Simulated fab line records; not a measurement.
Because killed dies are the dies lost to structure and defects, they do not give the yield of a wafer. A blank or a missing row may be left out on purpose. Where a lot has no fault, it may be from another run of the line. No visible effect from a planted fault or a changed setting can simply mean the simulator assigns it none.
A struck lot beside a sound one || flow nand_harc || 15 out of 1302 route steps
Sound: the wafers L973.3, L973.4, L973.5. Wafers L966.1, L966.4, L966.6 were the ones struck. At the end, the cause is stated.
Per side, at each step with rows, come the tool, then ch with its chambers, and then its first start. Under that, the readings that differ: sound wafers || struck wafers || difference of the means || sigmas: that difference in standard deviations of wafers without a fault.
alike: readings whose means differ by less than 2 such deviations, and words and numbers that are the same on both sides. not compared: withheld readings, readings that some wafer has no value for, bounds like >300 that may hide the same value, and numbers for which the record gives no deviation and whose values overlap.
A row with sigmas, a row that says differs or no value, or rows on one side alone: a step with any of these is where the two part. Numbers that have no deviation but don't overlap get no sigmas and don't part them. Lack of a reading on every wafer of one side parts them only where that side has two or more wafers.

first, 6 steps without rows for these wafers: NHARC_P_STI_COAT_03 (resist thk 600 nm); NHARC_P_STI_SOFTBAKE_04 (time 70 s); NHARC_P_STI_EBR_05; NHARC_P_STI_EXPOSE_06 (exposes mask P STI, target cd 200 nm); NHARC_P_STI_PEB_07 (peb time 80 s); NHARC_P_STI_DEVELOP_08 (time 50 s).
NHARC_P_STI_CD_MEAS_09: target cd 200 nm.
  sound on cd_sem-01 ch 0, day 7 00:22; struck on cd_sem-03 ch 0, day 4 02:04
  alike: cd_nm
NHARC_P_STI_OVL_MEAS_10:
  sound on overlay-01 at day 7 00:28; struck on overlay-02 at day 4 02:09
  alike: overlay_x_nm, overlay_y_nm
NHARC_P_STI_INSPECT_11:
  sound on defect_inspect-01 at day 7 00:29; struck on defect_inspect-01 at day 4 02:11
  alike: raw_defect_count
then, 1 step without rows for these wafers: NHARC_P_STI_HARDBAKE_13 (time 65 s).
NHARC_P_STI_DESCUM_14: chemistry O2, time 3 s.
  sound on rie_diel-06 ch 1,2,3, day 7 00:38; struck on rie_diel-06 ch 0,2,3, day 4 02:20
  alike: drypump_motor_current_A, mfc_ar_sccm, oes_product_au, rf_vpp_V, showerhead_plenum_p_Torr, throttle_valve_pct
  not compared: rf_hours_counter_h
NHARC_P_STI_ETCH_42: etches the open film in N2/H2, target depth 80 nm, overetch 24 nm, time 61 s.
  sound on rie_diel-06 ch 0,2,3, day 7 00:43; struck on rie_diel-06 ch 1,3, day 4 02:24
  alike: bias_w, chamber_pressure_mTorr, drypump_motor_current_A, mfc_ar_sccm, oes_product_au, rf_vpp_V, showerhead_plenum_p_Torr, throttle_valve_pct
  not compared: rf_hours_counter_h
NHARC_P_STI_ETCH_31: etches the open film in CF4/CHF3, target depth 108.9 nm, time 54.5 s.
  sound on rie_diel-06 ch 0,2,3, day 7 00:48; struck on rie_diel-06 ch 0,1,2, day 4 02:30
  no value came back on the struck wafers for any of 8 readings (bias_w (W), cf4_flow_sccm (sccm) and others); on the sound wafers bias_w (W) reads 199.8 200.5 199.8
  not compared: rf_hours_counter_h
NHARC_P_STI_ETCH_15: etches the open film in HBr/Cl2, target depth 300 nm, time 100.1 s.
  sound on rie_si-03 ch 1,2, day 7 00:54; struck on rie_si-05 ch 0,1,2, day 4 02:37
  alike: bias_w, chamber_pressure_mTorr, drypump_motor_current_A, oes_product_au, throttle_valve_pct
  not compared: rf_hours_counter_h
NHARC_END_SORT_01:
  the record has rows for the sound wafers here (prober-01 ch 0, day 28 14:27) and none for the struck ones

WHERE THEY PART
At NHARC_P_STI_ETCH_31 first; at NHARC_END_SORT_01 last (within this record only).

WHY: what the simulator had put in
Whole step skipped at NHARC_P_STI_ETCH_31 on rie_diel-06, starting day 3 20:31. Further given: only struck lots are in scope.
